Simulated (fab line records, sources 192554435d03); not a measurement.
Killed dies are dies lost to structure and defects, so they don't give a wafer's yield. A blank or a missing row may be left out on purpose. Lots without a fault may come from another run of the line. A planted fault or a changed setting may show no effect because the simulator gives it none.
Split-lot experiment | flow n5_finfet | 7 lots, 39 wafers read, on a route of 1938 steps

THE SPLIT
At N5_FIN_SAQP_HM_DEP_03 (deposits SiNx from SiH4/NH3/N2, target thk 38 nm, time 33.6 s), the setting time_s was moved away from the recipe's 33.6 s on 15 of the 39 wafers read, by -48.3% to +52.1%. The other wafers ran this setting at the recipe's value.

FROM THE SPLIT TO THE READING: what the file shows between them, 4 steps
- N5_FIN_SAQP_THK_MEAS_05
- N5_FIN_SAQP_PECVD_47: deposits a-Si from SiH4/He, target thk 45 nm, time 36.3 s
- N5_FIN_SAQP_PECVD_48: deposits SiNx from SiH4/NH3/N2, target thk 25 nm, time 22.1 s
- N5_FIN_SAQP_MANDREL2_REMOVE_60: chemistry HBr/Cl2/O2, target a-Si, stops on SiNx, bt time 10 s

THE READING
etch.depth_nm (the simulator's own value, which no gauge read), in nm, at N5_FIN_SAQP_HM_OPEN_33 (chemistry CH3F/O2, target SiNx, target depth 49.4 nm, time 70.6 s). The file gives no usual value for it. The 24 wafers here that ran the recipe average 37.62 nm, standard deviation 0.38 nm.

wafer  | tool, chamber at the split | time_s as run, s | against the recipe | etch.depth_nm, nm | against lot-mates on the recipe
L076.1 | pecvd-03, 2                | 33.6             | recipe             | 37.47             | -
L076.5 | pecvd-03, 2                | 33.6             | recipe             | 37.52             | -
L076.6 | pecvd-03, 0                | 33.6             | recipe             | 38.18             | -
L078.1 | pecvd-03, 0                | 28.11            | -16.3%             | 31.59             | -6.35
L078.2 | pecvd-03, 2                | 33.6             | recipe             | 37.64             | -
L078.3 | pecvd-03, 1                | 28.11            | -16.3%             | 31.13             | -6.81
L078.4 | pecvd-03, 2                | 33.6             | recipe             | 38.04             | -
L078.5 | pecvd-03, 0                | 28.11            | -16.3%             | 32.5              | -5.44
L078.6 | pecvd-03, 1                | 33.6             | recipe             | 38.13             | -
L083.1 | pecvd-02, 2                | 33.6             | recipe             | 37.04             | -
L083.2 | pecvd-02, 1                | 17.37            | -48.3%             | 18.26             | -19.14
L083.3 | pecvd-02, 0                | 17.37            | -48.3%             | 18.95             | -18.45
L083.4 | pecvd-02, 2                | 33.6             | recipe             | 37.54             | -
L083.5 | pecvd-02, 1                | 17.37            | -48.3%             | 19.11             | -18.29
L083.6 | pecvd-02, 0                | 33.6             | recipe             | 37.61             | -
L086.1 | pecvd-04, 1                | 18.7             | -44.3%             | 20.83             | -16.92
L086.2 | pecvd-04, 2                | 18.7             | -44.3%             | 20.05             | -17.70
L086.3 | pecvd-04, 1                | 18.7             | -44.3%             | 20.77             | -16.98
L086.4 | pecvd-04, 2                | 33.6             | recipe             | 37.73             | -
L086.5 | pecvd-04, 1                | 33.6             | recipe             | 38                | -
L086.6 | pecvd-04, 2                | 33.6             | recipe             | 37.53             | -
L090.1 | pecvd-04, 1                | 33.6             | recipe             | 36.87             | -
L090.2 | pecvd-04, 0                | 44.23            | +31.6%             | 48.85             | +11.80
L090.3 | pecvd-04, 2                | 44.23            | +31.6%             | 48.84             | +11.79
L090.4 | pecvd-04, 1                | 44.23            | +31.6%             | 49.77             | +12.72
L090.5 | pecvd-04, 0                | 33.6             | recipe             | 36.86             | -
L090.6 | pecvd-04, 2                | 33.6             | recipe             | 37.41             | -
L091.1 | pecvd-02, 2                | 33.6             | recipe             | 37.03             | -
L091.2 | pecvd-02, 1                | 33.6             | recipe             | 37.43             | -
L091.3 | pecvd-02, 0,1              | 33.6             | recipe             | 37.73             | -
L091.4 | pecvd-02, 0,1              | 33.6             | recipe             | 37.67             | -
L091.5 | pecvd-02, 2                | 33.6             | recipe             | 37.7              | -
L091.6 | pecvd-02, 0                | 33.6             | recipe             | 38.2              | -
L095.1 | pecvd-03, 1                | 51.11            | +52.1%             | 57.03             | +19.14
L095.2 | pecvd-03, 2                | 51.11            | +52.1%             | 56.57             | +18.68
L095.3 | pecvd-03, 0                | 33.6             | recipe             | 37.78             | -
L095.4 | pecvd-03, 0                | 33.6             | recipe             | 37.98             | -
L095.5 | pecvd-03, 1                | 51.11            | +52.1%             | 57.99             | +20.10
L095.6 | pecvd-03, 2                | 33.6             | recipe             | 37.91             | -
Where a row lists several chambers, the file gives one row for several wafers and doesn't say which wafer went through which chamber.

THE FIT
A straight line over all 39 wafers: etch.depth_nm changes by +0.38 nm for each +1% of time_s; r = +1.00; the points scatter about the line by 0.48 nm.
The same after taking each lot's own level away (the mean of its wafers on the recipe; 39 wafers): +0.38 nm for each +1%; r = +1.00; scatter 0.41 nm.
On that fit, the largest move of time_s shifts the reading by 20 nm.
The lots' own levels span 37.047 to 37.937 nm, that is 2.3 times the standard deviation above.
So the lot-to-lot level changes the slope little: the two slopes agree.
Check: with one of the wafers moved furthest among these (+52.1%) left out of the fit, the line predicts +19.8 nm for it against its lot-mates. It came out at +19.1 nm against them.

THE WHOLE CHAIN: every reading that the file lists as answering this split, in the file's order
step                    | what it does                                                      | reading                                                                            | change (the file's fit)               | r (the file's)
N5_FIN_SAQP_HM_DEP_03   | deposits SiNx from SiH4/NH3/N2, target thk 38 nm, time 33.6 s     | SiNx_of_FIN_SAQP_HM_DEP_03.thk_nm (the simulator's own value, which no gauge read) | +0.38 nm for each +1% of the setting  | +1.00
N5_FIN_SAQP_THK_MEAS_05 |                                                                   | thk_nm                                                                             | withheld for each +1% of the setting  | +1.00
N5_FIN_SAQP_HM_OPEN_33  | chemistry CH3F/O2, target SiNx, target depth 49.4 nm, time 70.6 s | etch_rf_on_time_s                                                                  | withheld for each +1% of the setting  | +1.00
N5_FIN_SAQP_HM_OPEN_33  | chemistry CH3F/O2, target SiNx, target depth 49.4 nm, time 70.6 s | etch.depth_nm (the simulator's own value, which no gauge read)                     | +0.381 nm for each +1% of the setting | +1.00

THE FILE'S OWN FIT
etch.depth_nm changes by +0.381 nm for each +1% of time_s, r = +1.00.
